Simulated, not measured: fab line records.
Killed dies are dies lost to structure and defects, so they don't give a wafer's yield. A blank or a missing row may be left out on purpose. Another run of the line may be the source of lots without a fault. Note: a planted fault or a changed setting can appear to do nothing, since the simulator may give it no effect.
Chamber matching | flow nand_harc | cmp-03 running NHARC_A_BONDPAD_CMP_29: 4 sister chambers
The step polishes SiCN, target thk 200 nm. 8 wafers are shown with their chamber, then 9 later ones without.

== WAFERS WITH THEIR CHAMBER ==
wafer  | chamber | motor_current_A (A) | retaining_ring_pressure_frac
L080.1 | 3       | 11.0                | 1.008
L080.5 | 3       | 11.8                | 1.003
L090.1 | 0       | 13.3                | 0.993
L090.4 | 2       | 12.2                | 1.010
L090.6 | 1       | 14.4                | 0.995
L091.2 | 2       | 12.8                | 1.001
L091.3 | 1       | 13.5                | 0.999
L091.5 | 0       | 13.3                | 1.000

== WAFERS MISSING THEIR CHAMBER ==
wafer  | motor_current_A (A) | retaining_ring_pressure_frac
L092.3 | 13.4                | 0.999
L092.4 | 12.9                | 1.003
L092.5 | 12.3                | 1.000
L093.1 | 12.8                | 1.002
L093.2 | 12.2                | 1.001
L093.3 | 11.1                | 1.000
L096.2 | 13.5                | 0.996
L096.3 | 12.7                | 1.005
L096.6 | 12.8                | 1.000

== EACH ONE'S CHAMBER ==
wafer  | from the rows above               | in truth
L092.3 | can't be placed: 0 or 1 or 2      | 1
L092.4 | can't be placed: 2 or 0 or 1      | 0
L092.5 | can't be placed: 2 or 0 or 3      | 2
L093.1 | can't be placed: 2 or 0 or 1      | 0
L093.2 | can't be placed: 2 or 3 or 0      | 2
L093.3 | can't be placed: 3 or 2           | 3
L096.2 | can't be placed: 0 or 1           | 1
L096.3 | can't be placed: 2 or 0           | 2
L096.6 | can't be placed: 0 or 2 or 1 or 3 | 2
Correctly placed: 0 of 9. These rows do not allow placing 9 (true chamber among the candidates in 9). Placed wrongly: 0.
How it was worked out, from the rows above alone: a wafer's distance from a chamber is the root of the sum, over the readings, of the square of ((its reading less the chamber's mean) divided by the reading's scatter). If the next closest chamber is less than 2 further off than the closest, the wafer can't be placed; otherwise it belongs to the closest. The mean given for a chamber averages the wafers shown for that chamber. How the scatter is found: for the shown wafers, subtract from each reading the mean of its chamber, square and add these, divide the total by (wafers less chambers), then take the root.
